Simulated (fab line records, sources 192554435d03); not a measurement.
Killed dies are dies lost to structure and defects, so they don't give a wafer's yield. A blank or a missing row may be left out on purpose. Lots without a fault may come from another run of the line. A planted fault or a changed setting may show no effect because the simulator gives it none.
fab line records | flow n5_finfet
record lots=4 wafers=12 last_day=17
route steps=1938 shown HKMG_FIN@401 BEOL_M4@1111 PASSIVATION@1936
lots that met no fault: from a run of the same line without faults
start_h: hours from the record's first day to the start of the lot's first wafer shown | wait_h: hours since the lot's step before | " the same as in the row above | L1.1+2: a row that stands for several wafers | - no value, or no start given | * or withheld: withheld | < > ~ a bound
route shown NAME@n: a module of which the file shows steps, and the number in the route of the first | usual: mean/standard deviation of fault-free wafers | same: alike in all rows | chamber/n: place in a boat | sites: the reading at each site | _std_site: their standard deviation | _edge_site: outer sites' mean less inner sites' | radius_mm: how far each site lies from the wafer's centre | mask NAME#n: copy n | behind: the tool/chamber that last shaped the wafer | hold: why the lot was held/for how many hours/how that ended | device: the transistor (n, p or np) that didn't switch | end of line: the same wafers' tests at the end of the route | a step without rows: its recipe alone | killed: dies lost to structure and defects at the first sort, not the wafer's yield | map: a wafer's dies, x killed, . not, _ none there
set.NAME: the setting as run; set.NAME@STEP: as run at that earlier step | model.NAME: the simulator's own value behind a step, which no gauge read
lots at some steps of the route; a table a step, a row a wafer
## steps
# step N5_HKMG_FIN_DESCUM_53
# recipe chemistry=O2 time_s=7.9 source_power_w=50 bias_power_w=20 pressure_mtorr=20 rf_frequency_hz=2.712e+07 temp_c=40 resist=CAR-ArF o2_flow_sccm=225
# step N5_HKMG_FIN_ETCH_54
# recipe chemistry=CF4 target=SiARC target_depth_a=455 mask_material=CAR-ArF time_s=75.8 ion_energy_ev=80 pressure_mtorr=40 source_w=545 bias_w=36 Ar_flow_sccm=100 cf4_flow_sccm=100 ends=cleared
# step N5_HKMG_FIN_ETCH_55
# recipe chemistry=N2/H2 target=SOC target_depth_a=2400 temp_c=40 time_s=300 ion_energy_ev=200 mask_material=SiARC pressure_mtorr=30 source_w=840 bias_w=150 n2_flow_sccm=200 h2_flow_sccm=200
# step N5_HKMG_FIN_STRIP_56
# recipe chemistry=N2/H2 temp_c=40 n2_flow_sccm=200 h2_flow_sccm=200 rf_frequency_hz=6e+07
# step N5_HKMG_FIN_STRIP_57
# recipe chemistry=CF4 resist=SiARC power_w=300 bias_power_w=75 pressure_mtorr=50 cf4_flow_sccm=150 rf_frequency_hz=6e+07
# step N5_HKMG_FIN_ETCH_58
# recipe chemistry=N2/H2 target=SOC target_depth_a=2158 ion_energy_ev=50 bias_w=13 time_s=741 pressure_mtorr=30 source_w=875 n2_flow_sccm=200 h2_flow_sccm=200
# step N5_HKMG_FIN_STRIP_93
# recipe chemistry=N2/H2 material=SOC time_s=20 power_w=500 temp_c=40 pressure_mtorr=50 rf_frequency_hz=6e+07 bias_power_w=8 h2_frac=0.5 n2_flow_sccm=300 h2_flow_sccm=300
# step N5_HKMG_FIN_WET_ETCH_76
# recipe chemistry=dNH4OH mix=1:50 temp_c=25 target=Al2O3 stop_on=La2O3 target_depth_nm=2.25 dry=ipa_marangoni rinse_time_s=30 rinse_temp_c=23
# step N5_HKMG_FIN_STRIP_60
# recipe chemistry=N2/H2 power_w=2500 temp_c=300 h2_frac=0.65 time_s=360 pressure_mtorr=withheld n2_flow_sccm=1750 h2_flow_sccm=3250
# step N5_HKMG_FIN_WET_ETCH_77
# recipe chemistry=dHCl mix=1:10000 temp_c=25 target=La2O3 stop_on=HfO2 target_depth_nm=2
# step N5_HKMG_FIN_WET_ETCH_78
# recipe chemistry=dNH4OH mix=1:50 temp_c=25 target=Al2O3 stop_on=La2O3 target_depth_nm=4.5 dry=ipa_marangoni rinse_time_s=30 rinse_temp_c=23
# step N5_HKMG_FIN_ALD_79
# recipe material=TiN target_thk_a=15 temp_c=400 ald_precursor_family=TiCl4 ald_co_reactant=NH3 pulse_time_s=1 purge_time_s=3 co_reactant_purge_time_s=2 co_reactant_pulse_time_s=2 ald_cycles=68 pressure_torr=3
# usual ald_cycles=68/0 chamber_pressure_Torr=3.000/0.0061 heater_power_w=883/81 precursor_pulse_height_rel=0.999/0.019 pulse_time_s=1/0 susceptor_temp_C=400.00/0.21
# columns lot.wafer tool chamber start_h wait_h ald_cycles chamber_pressure_Torr heater_power_w precursor_pulse_height_rel pulse_time_s susceptor_temp_C
L146.1 ald_metal-02 1 121.68 0.0 68 3.003 882 1.009 1 400.28
L146.4 " 0 " " 68 3.007 939 1.034 1 399.94
L146.6 " 1 " " 68 3.002 858 0.992 1 400.17
L152.1 ald_metal-01 2 157.99 0.0 68 2.998 899 1.025 1 400.09
L152.4 " 0 " " 68 3.009 818 0.973 1 400.20
L152.5 " 3 " " 68 2.999 746 0.995 1 400.04
L159.1 ald_metal-02 1 200.25 0.0 - - - - - -
L159.4 " 2 " " - - - - - -
L159.5 " 1 " " - - - - - -
L160.2 ald_metal-01 0 206.97 0.0 - - - - - -
L160.3 " 2 " " - - - - - -
L160.5 " 1 " " - - - - - -
# step N5_HKMG_FIN_CVD_62
# recipe material=a-Si target_thk_a=30 temp_c=500 precursor=Si2H6 pressure_torr=1 time_s=20.8
# step N5_HKMG_FIN_RTA_80
# recipe temp_c=withheld time_s=2 ambient=N2 idle_temp_c=600 ramp_up_c_per_s=150 ramp_down_c_per_s=60 cool_to_c=600
# step N5_HKMG_FIN_PRECLEAN_64
# recipe chemistry=dHF time_s=30 temp_c=25 dilution=withheld
# step N5_HKMG_FIN_WET_ETCH_65
# recipe chemistry=TMAH temp_c=70 conc_wt_pct=5 target=a-Si stop_on=TiN time_s=49 target_depth_nm=3
# step N5_HKMG_FIN_WET_ETCH_81
# recipe chemistry=SC1 target=TiN stop_on=HfO2 mix=1:1:5 temp_c=60 time_s=57 target_depth_nm=6
# step N5_HKMG_FIN_WET_ETCH_82
# recipe chemistry=dHCl mix=1:10000 temp_c=25 target=La2O3 stop_on=HfO2 target_depth_nm=2 dry=ipa_marangoni rinse_time_s=30 rinse_temp_c=23
# step N5_HKMG_FIN_ALD_36
# recipe material=TiN target_thk_a=10 temp_c=400 ald_precursor_family=TiCl4 ald_co_reactant=NH3 pulse_time_s=1 purge_time_s=3 co_reactant_purge_time_s=2 co_reactant_pulse_time_s=2 ald_cycles=47 pressure_torr=3
# step N5_HKMG_FIN_PWFM_ALD_03
# recipe material=TiN target_thk_a=20 temp_c=400 ald_precursor_family=TiCl4 ald_co_reactant=NH3 pulse_time_s=1 purge_time_s=3 co_reactant_purge_time_s=2 co_reactant_pulse_time_s=2 ald_cycles=91 pressure_torr=3
# step N5_HKMG_FIN_COAT_29
# recipe resist=SOC temp_c=250 time_s=60 spin_rpm=1500 resist_thk_nm=300
# step N5_HKMG_FIN_COAT_30
# recipe resist=SiARC temp_c=220 time_s=60 spin_rpm=1500 resist_thk_nm=35
# step N5_HKMG_FIN_COAT_06
# recipe resist=CAR-ArF spin_rpm=1500 resist_thk_nm=90
# step N5_HKMG_FIN_EBR_08
# recipe solvent=PGMEA ebr_width_mm=1.5
# step N5_HKMG_FIN_SOFTBAKE_07
# recipe temp_c=110 time_s=60 resist=CAR-ArF
# step N5_HKMG_FIN_EXPOSE_09
# recipe mask_id=NWFM na=1.35 source_shape=conventional sigma_outer=0.8 polarization=unpolarized dose_mj=39.25
# step N5_HKMG_FIN_PEB_10
# recipe peb_temp_c=withheld peb_time_s=60 resist=CAR-ArF
# step N5_HKMG_FIN_DEVELOP_11
# recipe develop_time_s=30 developer=TMAH resist=CAR-ArF dev_temp_c=23 rinse_liquid=diw dry=air_spin
# step N5_HKMG_FIN_DESCUM_17
# recipe chemistry=O2 time_s=7.9 source_power_w=50 bias_power_w=20 pressure_mtorr=20 rf_frequency_hz=2.712e+07 temp_c=40 resist=CAR-ArF o2_flow_sccm=225
# step N5_HKMG_FIN_ETCH_31
# recipe chemistry=CF4 target=SiARC target_depth_a=455 mask_material=CAR-ArF time_s=75.8 ion_energy_ev=80 pressure_mtorr=40 source_w=545 bias_w=36 Ar_flow_sccm=100 cf4_flow_sccm=100 ends=cleared
# step N5_HKMG_FIN_ETCH_32
# recipe chemistry=N2/H2 target=SOC target_depth_a=2400 temp_c=40 time_s=300 ion_energy_ev=200 mask_material=SiARC pressure_mtorr=30 source_w=840 bias_w=150 n2_flow_sccm=200 h2_flow_sccm=200
# step N5_HKMG_FIN_STRIP_33
# recipe chemistry=N2/H2 temp_c=40 n2_flow_sccm=200 h2_flow_sccm=200 rf_frequency_hz=6e+07
# step N5_HKMG_FIN_STRIP_34
# recipe chemistry=CF4 resist=SiARC power_w=300 bias_power_w=75 pressure_mtorr=50 cf4_flow_sccm=150 rf_frequency_hz=6e+07
# step N5_HKMG_FIN_ETCH_35
# recipe chemistry=N2/H2 target=SOC target_depth_a=2158 ion_energy_ev=65 bias_w=5 source_w=3000 time_s=243.4 pressure_mtorr=30 n2_flow_sccm=200 h2_flow_sccm=200
# step N5_HKMG_FIN_STRIP_92
# recipe chemistry=N2/H2 material=SOC time_s=20 power_w=500 temp_c=40 pressure_mtorr=50 rf_frequency_hz=6e+07 bias_power_w=8 h2_frac=0.5 n2_flow_sccm=300 h2_flow_sccm=300
# step N5_HKMG_FIN_WET_ETCH_18
# recipe chemistry=SC1 target=TiN mix=1:1:5 temp_c=* time_s=55 target_depth_nm=5.2 dry=ipa_marangoni rinse_time_s=30 rinse_temp_c=23
# step N5_HKMG_FIN_STRIP_19
# recipe chemistry=N2/H2 power_w=2500 temp_c=300 h2_frac=0.65 time_s=360 pressure_mtorr=withheld n2_flow_sccm=1750 h2_flow_sccm=3250
# step N5_BEOL_M4_RC_MEAS_101
# usual DIBL_N=35.8/1.5 DIBL_P=35.9/1.8 EOT_N=10.53/0.096 EOT_P=10.48/0.1 IGATE_N=0.0123/0.0018 IGATE_P=0.0037/0.00054 IOFF_N=0.152/0.025 IOFF_N_85C=3.0/0.42 IOFF_N_LIN=0.071/0.0099 IOFF_N_LONG=5.52e-05/2.7e-06 IOFF_P=0.21/0.031 IOFF_P_85C=3.6/0.46 IOFF_P_LIN=0.099/0.012 IOFF_P_LONG=0.000106/9.7e-06 ION_N=672/11 ION_P=462/7.4 SS_N=71.5/0.52 SS_P=73.2/0.54 VT_N=250/3 VT_N_LONG=274.9/2.2 VT_N_LVT=99/3.1 VT_P=-250/3.3 VT_P_LONG=-275/3.3 VT_P_LVT=-99/3.1
# columns lot.wafer tool chamber start_h wait_h DIBL_N[mV/V] DIBL_P[mV/V] EOT_N EOT_P IGATE_N[nA/um] IGATE_P[nA/um] IOFF_N[nA/um] IOFF_N_85C[nA/um] IOFF_N_LIN[nA/um] IOFF_N_LONG[nA/um] IOFF_P[nA/um] IOFF_P_85C[nA/um] IOFF_P_LIN[nA/um] IOFF_P_LONG[nA/um] ION_N[uA/um] ION_P[uA/um] SS_N[mV/dec] SS_P[mV/dec] VT_N[mV] VT_N_LONG[mV] VT_N_LVT[mV] VT_P[mV] VT_P_LONG[mV] VT_P_LVT[mV]
L146.1 prober-02 0 215.61 0.0 38.0 38.8 10.68 10.54 0.0101 0.0031 0.173 3.4 0.077 5.13e-05 0.22 3.8 0.099 0.0001 679 455 71.7 73.2 249 278.0 99 -252 -281 -99
L146.4 " 0 " " 36.1 36.2 10.55 10.52 0.0104 0.0032 0.153 3.0 0.071 5.1e-05 0.19 3.3 0.092 9.7e-05 671 460 71.6 72.6 249 274.9 99 -252 -277 -101
L146.6 " 0 " " 35.3 34.8 10.66 10.52 0.0093 0.0029 0.124 2.5 0.057 5.03e-05 0.16 3.0 0.082 9.5e-05 658 453 71.0 72.3 256 277.6 104 -256 -277 -102
L152.1 prober-01 0 246.32 0.0 35.7 35.7 10.61 10.49 0.0108 0.0032 0.149 2.9 0.072 5.68e-05 0.20 3.5 0.096 0.000105 672 463 71.2 73.1 250 272.6 96 -252 -278 -98
L152.4 " 0 " " 33.6 33.1 10.51 10.37 0.0126 0.0036 0.120 2.4 0.061 5.62e-05 0.17 3.0 0.086 0.000109 662 451 71.3 72.5 252 274.3 98 -255 -277 -100
L152.5 " 0 " " 34.6 34.6 10.55 10.33 0.0126 0.0037 0.135 2.6 0.066 5.73e-05 0.18 3.2 0.092 0.00011 679 467 71.5 72.9 251 272.5 97 -254 -274 -99
L159.1 prober-02 0 300.36 0.0 33.0 33.5 9.86 9.92 0.0647 0.0200 0.040 1.0 0.019 3.08e-05 0.01 0.2 0.003 4.3e-05 570 295 73.2 76.9 289 316.2 140 -355 -380 -207
L159.4 " 0 " " 34.2 35.2 10.08 10.04 0.0594 0.0185 0.044 1.1 0.021 3.17e-05 0.01 0.2 0.003 4.9e-05 585 304 73.3 76.7 288 313.2 138 -355 -380 -206
L159.5 " 0 " " 36.4 38.0 10.03 10.06 0.0538 0.0168 0.058 1.3 0.026 3.07e-05 0.01 0.3 0.004 4.4e-05 592 306 73.5 77.3 287 310.5 134 -353 -377 -202
L160.2 prober-01 0 303.50 0.2 33.2 32.2 10.06 10.16 0.0577 0.0180 0.034 0.9 0.017 3.1e-05 0.01 0.2 0.003 4.6e-05 569 296 72.0 75.5 295 311.5 145 -357 -375 -209
L160.3 " 0 " " 37.2 37.1 10.27 10.19 0.0472 0.0146 0.057 1.3 0.026 3.14e-05 0.01 0.2 0.004 4.7e-05 597 305 73.0 76.1 289 312.8 138 -350 -378 -203
L160.5 " 0 " " 32.2 31.5 10.18 10.06 0.0543 0.0168 0.032 0.8 0.017 3.08e-05 0.01 0.2 0.003 4.6e-05 571 295 71.8 75.6 291 312.6 145 -358 -380 -209
# step N5_PASSIVATION_PROBE_49
# usual defect_limited_yield=91.7/1.7 killed_at_M0_to_M3=34/10 killed_at_M4_up=13/5.1 killed_at_contacts=12/6.2 killed_at_front_end=36/12 killed_at_other=3.2/2.6 killed_dies=98/20 killed_on_rim=13/4.5 killed_open=65/13 killed_short=32/8.4 sort_bin_5_function=4.8/1.1 sort_bin_6_memory=3.2/0.74 sort_bin_8_speed=0.00/0.012 sort_n_pass=1082/20 sort_yield_pct=91.7/1.7
# same gross_dies=1180 killed_at_back_side=0 sort_bin_4_leakage[%]=0
# columns lot.wafer tool chamber start_h wait_h defect_limited_yield[%] killed_at_M0_to_M3 killed_at_M4_up killed_at_contacts killed_at_front_end killed_at_other killed_dies killed_on_rim killed_open killed_short sort_bin_5_function[%] sort_bin_6_memory[%] sort_bin_8_speed[%] sort_n_pass sort_yield_pct[%]
L146.1 prober-01 - 319.96 0.0 92.0 26 12 7 47 2 94 14 64 30 3.7 4.2 0 1086 92.0
L146.4 prober-01 - 320.11 0.2 91.3 34 11 7 50 1 103 12 69 34 5.1 3.4 0 1077 91.3
L146.6 prober-01 - 320.21 0.3 92.5 29 8 6 44 2 89 10 61 28 4.6 2.7 0 1091 92.5
L152.1 prober-02 - 353.79 0.0 90.0 36 11 17 50 4 118 16 75 43 5.7 4.1 0 1062 90.0
L152.4 prober-02 - 353.94 0.2 90.8 47 11 7 40 3 108 18 78 30 4.9 4.1 0 1072 90.8
L152.5 prober-02 - 353.99 0.2 90.6 45 13 12 39 2 111 22 79 32 6.9 2.5 0 1069 90.6
L159.1 prober-02 - 395.40 0.0 60.7 43 12 5 404 0 464 125 54 26 36.3 2.8 60.68 0 0
L159.4 prober-02 - 395.55 0.2 59.7 29 12 16 418 0 475 74 58 28 37.5 2.5 59.75 0 0
L159.5 prober-02 - 395.60 0.2 58.6 32 24 20 408 4 488 122 77 43 37.5 3.6 58.64 0 0
L160.2 prober-02 - 412.97 0.1 59.3 34 18 8 418 2 480 105 58 24 37.8 2.3 59.32 0 0
L160.3 prober-02 - 413.02 0.1 58.6 27 19 10 431 2 489 26 66 36 38.7 2.5 58.56 0 0
L160.5 prober-02 - 413.12 0.2 61.8 33 10 10 393 5 451 15 56 32 34.9 3.0 61.78 0 0
# killed by level:class
L146.1 FIN_SAQP:geometric_particle:open=15 BEOL_M4:geometric_particle:open=9 FIN_SAQP:geometric_particle:short=7 BEOL_M2:geometric_particle:open=7 STI_FIN_REVEAL:geometric_particle:open=6 DUMMY_GATE:geometric_particle:open=6 BEOL_M1:geometric_particle:open=6 BEOL_M3:geometric_particle:open=5
L146.4 BEOL_M1:geometric_particle:open=13 FIN_SAQP:geometric_particle:open=12 FIN_SAQP:geometric_particle:short=12 BEOL_M2:geometric_particle:open=8 MOL_CONTACT_COAG:geometric_particle:open=7 BEOL_M4:geometric_particle:open=7 STI_FIN_REVEAL:geometric_particle:open=6 BEOL_M0_SAQP:geometric_particle:short=6
L146.6 STI_FIN_REVEAL:geometric_particle:open=10 BEOL_M3:geometric_particle:open=10 FIN_SAQP:geometric_particle:short=9 BEOL_M1:geometric_particle:open=9 FIN_SAQP:geometric_particle:open=8 MOL_CONTACT_COAG:geometric_particle:open=6 BEOL_M2:geometric_particle:open=4 SPACER0:geometric_particle:short=3
L152.1 FIN_SAQP:geometric_particle:short=13 MOL_CONTACT_COAG:geometric_particle:open=13 BEOL_M0_SAQP:geometric_particle:open=11 FIN_SAQP:geometric_particle:open=10 STI_FIN_REVEAL:geometric_particle:open=10 BEOL_M0_SAQP:geometric_particle:short=10 DUMMY_GATE:geometric_particle:open=8 BEOL_M4:geometric_particle:open=7
L152.4 BEOL_M1:geometric_particle:open=13 FIN_SAQP:geometric_particle:open=11 BEOL_M0_SAQP:geometric_particle:short=9 BEOL_M2:geometric_particle:open=9 STI_FIN_REVEAL:geometric_particle:open=8 BEOL_M0_SAQP:geometric_particle:open=8 FIN_SAQP:geometric_particle:short=7 MOL_CONTACT_COAG:geometric_particle:open=6
L152.5 BEOL_M3:geometric_particle:open=13 MOL_CONTACT_COAG:geometric_particle:open=10 FIN_SAQP:geometric_particle:open=7 BEOL_M0_SAQP:geometric_particle:open=7 BEOL_M2:geometric_particle:open=7 BEOL_M0_SAQP:geometric_particle:short=6 STI_FIN_REVEAL:geometric_particle:open=5 BEOL_M1:geometric_particle:open=5
L159.1 HKMG_FIN:area_ald=384 BEOL_M2:geometric_particle:open=10 BEOL_M0_SAQP:geometric_particle:short=8 BEOL_M0_SAQP:geometric_particle:open=7 BEOL_M1:geometric_particle:open=5 BEOL_M3:geometric_particle:open=5 ILD0:geometric_particle:open=4 BEOL_M4:geometric_particle:open=4
L159.4 HKMG_FIN:area_ald=387 MOL_CONTACT_COAG:geometric_particle:open=13 FIN_SAQP:geometric_particle:open=8 BEOL_M3:geometric_particle:open=7 FIN_SAQP:geometric_particle:short=6 BEOL_M2:geometric_particle:open=6 BEOL_M1:geometric_particle:open=4 BEOL_M3:geometric_particle:short=4
L159.5 HKMG_FIN:area_ald=367 MOL_CONTACT_COAG:geometric_particle:open=15 BEOL_M4:geometric_particle:open=11 FIN_SAQP:geometric_particle:short=10 BEOL_M0_SAQP:geometric_particle:open=9 FIN_SAQP:geometric_particle:open=7 BEOL_M0_SAQP:geometric_particle:short=7 STI_FIN_REVEAL:geometric_particle:open=6
L160.2 HKMG_FIN:area_ald=398 BEOL_M0_SAQP:geometric_particle:open=8 MOL_CONTACT_COAG:geometric_particle:open=7 BEOL_M2:geometric_particle:open=6 BEOL_M1:geometric_particle:open=6 FIN_SAQP:geometric_particle:open=5 BEOL_M0_SAQP:geometric_particle:short=5 STI_FIN_REVEAL:geometric_particle:open=4
L160.3 HKMG_FIN:area_ald=386 FIN_SAQP:geometric_particle:short=8 STI_FIN_REVEAL:geometric_particle:open=8 MOL_CONTACT_COAG:geometric_particle:open=8 BEOL_M0_SAQP:geometric_particle:short=8 BEOL_M4:geometric_particle:open=6 FIN_SAQP:geometric_particle:open=5 DUMMY_GATE:geometric_particle:open=5
L160.5 HKMG_FIN:area_ald=357 BEOL_M0_SAQP:geometric_particle:short=9 FIN_SAQP:geometric_particle:open=8 MOL_CONTACT_COAG:geometric_particle:open=8 BEOL_M1:geometric_particle:short=6 FIN_SAQP:geometric_particle:short=5 DUMMY_GATE:geometric_particle:open=4 BEOL_M1:geometric_particle:open=4
# map L159.5 (x killed, . not)
_________________..x.xx.xxx.x________________
______________xxx.xx..xxxxx.xxxx_____________
___________.xx.xxxx..x.x.x...xxxxxx__________
__________x......x.x.x.xx.x.....xxxx_________
________xxx.xxxxxxxxx..xxx..xxxxx.xx.x_______
_______xx..xx..x..x.x.......xxxxx.x.x..______
______xx..x.xx........x..x.x.xxx...xxxxx_____
_____xxx.xx..x........x..x....xxxx...x..x____
____xxx.x..x.x..x....x.x..xx..xx.....xxx.x___
___x.xxx....xx.......x........x....xx.x.xxx__
___x.x.xx..x.xxx................x.....xxx.x__
__xxx.xxxx..x..x..............x......x.x.xxx_
__xx.x..........x................x....xxxxxx_
_x..xx..x......x.x..........xx........x...xxx
_xx.xxxx.x..............x..........x.x...xxxx
_x.x.....x..x.x.....x.......x.....x.xx.....xx
_xxxxx.xxxx.x.........................x.x..xx
_xxxx........x...x............x....xxx.xxx.xx
_..xxxxx.x......x....xx.......x.....x...xxxxx
_xxxxx..x......x..x.x.x.x...x.x......x.xx..x.
_x.xxxx......xx................x..x.xx.xx.x.x
__xx.x.xx.............x........x...x.....xxx_
__xxxxx.x..x.x...............xx..xx.x...xxx._
___xxx.xx.........x.............x........xx__
___xxxx..xx..x.x...........x..x.x....xxxxxx__
____xx.x.x...x.x......x......x....xx.xx.xx___
_____xx...............x..x....x.xx.xx.x.x____
______xx.xx.....x...xx.....x..xx.x..xxxx_____
_______xxxxxxx.x.x..x..xx.x.....xxxxx.x______
________xxx.x.x.x..x.x.x...x..xx.xxxxx_______
__________x.x...x.xxxxxxx...xxx.xxxx_________
___________xxxxxxx.xxx.xxxxxxxx.xxx__________
______________xxxxxxx..xxx.x.xx._____________
_________________x.xxxxx.xx.x________________
# map L160.3 (x killed, . not)
_________________....x......x________________
______________x...x....x...x...._____________
___________..........x.x.xxxx....x.__________
__________.......x.....x..xx...x..x._________
________..x.x.x.xx.x..x..x...x.x......_______
_______.x.....x..x...x.x.xxxxx.xx....x.______
______.x.....x...x.x.xxxxxxxx....x.....x_____
_____...xx.x..xx.xxxx....x.xx..x...x.....____
____....x..xxxxx.xx.xxxxxxxx..x..x...x...x___
___......x...xxx...xxxxxxxxxx.xx.x.x.......__
___x..x....xx..xxxx.xx.xxxx..........xxx..x__
__..........xxx.xxxxxxxx.xxxxxxxx.x.....x..._
__..x.....xxx..xxxxxx..x.xxxxxxx.xxx.x.x...._
_....x.x.x.x.xxxx.xxxxxxxxxxx.xxxx.xx..xxx...
_.......x.xxxxxxxxxxxxxxxxxx..xxxx.x........x
_x..........x.xx.xxxxxxxxx.xxxx..xxxx.xx..x.x
_....x.....x..xx.xxxxxxxxxxxxxxxxxx.xxx..xx..
_....xx.xx.x.x.xxxxxxxxxx..xx.xxxxxx.....x..x
_......x.xx.xx..xxxxxx.xxxx.xxxxxxx..x.x..x.x
_............x..xxxxx.xxxxx.xx..x...x........
_.......xx.xx.xxxxxxxxxxxxxxxxxx.xxx..xx.....
__.............x.x..x.xxxxxxxxxxxxx.x.....x._
__x........x..x.xxxxxxxxx.x.x.x...x...x....x_
___.........xx.xx.x..xxx.xxxxx.xx.xx.x..x..__
___.........x.xx...xxxxx....xxx...x...x....__
____.x...x....x.xx.x.x.....x.xx...x.......___
_____..x.......xx.xx.xxxxxx...xx..x.x.x..____
______............x.....xx....x.xx...x.._____
_______x...x.x............x....x...x...______
________.............x...x.x..x......._______
__________...............x.........._________
___________.............x..x....xxx__________
______________............x....x_____________
_________________............________________
## key
first_sign step=N5_HKMG_FIN_ALD_79 reading=tool_record direction=missing
effect step=N5_BEOL_M4_RC_MEAS_101 reading=VT_P_LVT direction=down sigmas=34 usual=-99 struck=-206
effect step=N5_BEOL_M4_RC_MEAS_101 reading=VT_P direction=down sigmas=32 usual=-250 struck=-355
effect step=N5_BEOL_M4_RC_MEAS_101 reading=VT_P_LONG direction=down sigmas=31 usual=-275 struck=-378
effect step=N5_BEOL_M4_RC_MEAS_101 reading=IGATE_P direction=up sigmas=25 usual=0.0037 struck=0.0174
effect step=N5_BEOL_M4_RC_MEAS_101 reading=IGATE_N direction=up sigmas=24 usual=0.0123 struck=0.0562
effect step=N5_BEOL_M4_RC_MEAS_101 reading=ION_P direction=down sigmas=22 usual=462 struck=300
effect step=N5_BEOL_M4_RC_MEAS_101 reading=VT_N_LONG direction=up sigmas=17 usual=274.9 struck=312.8
effect step=N5_BEOL_M4_RC_MEAS_101 reading=VT_N direction=up sigmas=13 usual=250 struck=290
effect step=N5_BEOL_M4_RC_MEAS_101 reading=VT_N_LVT direction=up sigmas=13 usual=99 struck=140
effect step=N5_BEOL_M4_RC_MEAS_101 reading=IOFF_N_LONG direction=down sigmas=8.9 usual=5.52e-05 struck=3.11e-05
effect step=N5_BEOL_M4_RC_MEAS_101 reading=ION_N direction=down sigmas=8.1 usual=672 struck=581
effect step=N5_BEOL_M4_RC_MEAS_101 reading=IOFF_P_LIN direction=down sigmas=7.7 usual=0.099 struck=0.003
effect step=N5_PASSIVATION_PROBE_49 reading=sort_bin_8_speed direction=up sigmas=99+ usual=0.00 struck=59.79
more_kills_born_at N5_HKMG_FIN_ALD_79@ald_metal-01=1141 N5_HKMG_FIN_ALD_79@ald_metal-02=1138
met_at N5_HKMG_FIN_ALD_79
struck_wafers L159.1,L159.4,L159.5,L160.2,L160.3,L160.5
onset_between 157.99 200.25
fault kind=skipped_step_whole tool=ald_metal-01,ald_metal-02 chamber=- onset_h=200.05 steps=N5_HKMG_FIN_ALD_79 scope=struck_lots_only
